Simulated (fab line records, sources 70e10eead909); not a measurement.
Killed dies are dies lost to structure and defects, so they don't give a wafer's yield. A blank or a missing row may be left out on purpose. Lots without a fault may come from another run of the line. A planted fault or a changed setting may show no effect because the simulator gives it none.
Chamber matching | flow nand_harc | NHARC_P_GATE_DESCUM_13 on rie_diel-03: 4 sister chambers
The step chemistry O2, time 3 s. 4 wafers are shown with their chamber, then 7 later ones without.

WAFERS WITH THEIR CHAMBER
wafer  | chamber | drypump_motor_current_A (A)
L341.6 | 0       | 5.7
L352.5 | 3       | 6.2
L355.1 | 2       | 5.5
L355.3 | 1       | 5.8

WAFERS WITHOUT THEIR CHAMBER
wafer  | drypump_motor_current_A (A)
L355.6 | 6.2
L356.1 | 5.5
L356.4 | 5.7
L356.6 | 6.1
L357.2 | 5.7
L357.3 | 5.6
L357.5 | 5.7

WHICH CHAMBER EACH WENT THROUGH
wafer  | from the rows above          | in truth
L355.6 | 3                            | 3
L356.1 | 2                            | 2
L356.4 | can't be placed: 0 or 1      | 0
L356.6 | 3                            | 3
L357.2 | can't be placed: 0 or 1      | 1
L357.3 | can't be placed: 2 or 0 or 1 | 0
L357.5 | can't be placed: 0 or 1      | 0
Placed correctly: 3 of 7. Can't be placed from these rows: 4 (the true chamber is among the candidates in 4). Placed wrongly: 0.
How it was worked out, from the rows above alone: a wafer's distance from a chamber is the root of the sum, over the readings, of the square of ((its reading less the chamber's mean) divided by the reading's scatter). The wafer belongs to the nearest chamber; if the next one is less than 2 further off, it can't be placed. A chamber's mean is the mean of its shown wafers. The scatter: with one shown wafer a chamber, the root of the mean of the squares of how far each hidden wafer lies from its nearest shown one.
